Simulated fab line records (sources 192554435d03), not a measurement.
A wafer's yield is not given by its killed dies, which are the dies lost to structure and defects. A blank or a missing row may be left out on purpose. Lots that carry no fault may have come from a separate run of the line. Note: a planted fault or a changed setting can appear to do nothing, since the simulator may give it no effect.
Matching of chambers || flow n5-finfet || N5_BEOL_M1_CO_CAP_55 on cvd-co-02 has 3 sister chambers
The step material Co, precursor CCTBA/H2, target thk 2 nm, time 102.1 s. 6 wafers are shown with their chamber, then 10 later ones without.

## WAFERS WITH THEIR CHAMBER
{"wafer": "L402.4", "chamber": 1, "heater-power-w (W)": 201}
{"wafer": "L406.1", "chamber": 1, "heater-power-w (W)": 200}
{"wafer": "L409.2", "chamber": 2, "heater-power-w (W)": 233}
{"wafer": "L409.4", "chamber": 0, "heater-power-w (W)": 298}
{"wafer": "L410.1", "chamber": 0, "heater-power-w (W)": 288}
{"wafer": "L410.3", "chamber": 2, "heater-power-w (W)": 237}

## WAFERS WHOSE CHAMBER IS MISSING
{"wafer": "L410.6", "heater-power-w (W)": 293}
{"wafer": "L411.2", "heater-power-w (W)": 237}
{"wafer": "L411.3", "heater-power-w (W)": 199}
{"wafer": "L411.6", "heater-power-w (W)": 234}
{"wafer": "L414.1", "heater-power-w (W)": 236}
{"wafer": "L414.2", "heater-power-w (W)": 192}
{"wafer": "L414.5", "heater-power-w (W)": 192}
{"wafer": "L420.2", "heater-power-w (W)": 237}
{"wafer": "L420.5", "heater-power-w (W)": 295}
{"wafer": "L420.6", "heater-power-w (W)": 238}

## WHICH CHAMBER EACH ONE RAN IN
{"wafer": "L410.6", "from the rows above": 0, "in truth": 0}
{"wafer": "L411.2", "from the rows above": 2, "in truth": 2}
{"wafer": "L411.3", "from the rows above": 1, "in truth": 1}
{"wafer": "L411.6", "from the rows above": 2, "in truth": 2}
{"wafer": "L414.1", "from the rows above": 2, "in truth": 2}
{"wafer": "L414.2", "from the rows above": 1, "in truth": 1}
{"wafer": "L414.5", "from the rows above": 1, "in truth": 1}
{"wafer": "L420.2", "from the rows above": 2, "in truth": 2}
{"wafer": "L420.5", "from the rows above": 0, "in truth": 0}
{"wafer": "L420.6", "from the rows above": 2, "in truth": 2}
Correct placement for 10 of the 10. Not placeable from these rows: 0. 0 placed wrongly.
How it was worked out, from the rows above alone: a wafer's distance from a chamber is the root of the sum, over the readings, of the square of ((its reading less the chamber's mean) divided by the reading's scatter). If the next closest chamber is less than 2 further off than the closest, the wafer can't be placed; otherwise it belongs to the closest. A chamber's mean is the mean of its shown wafers. How the scatter is found: for the shown wafers, subtract from each reading the mean of its chamber, square and add these, divide the total by (wafers less chambers), then take the root.
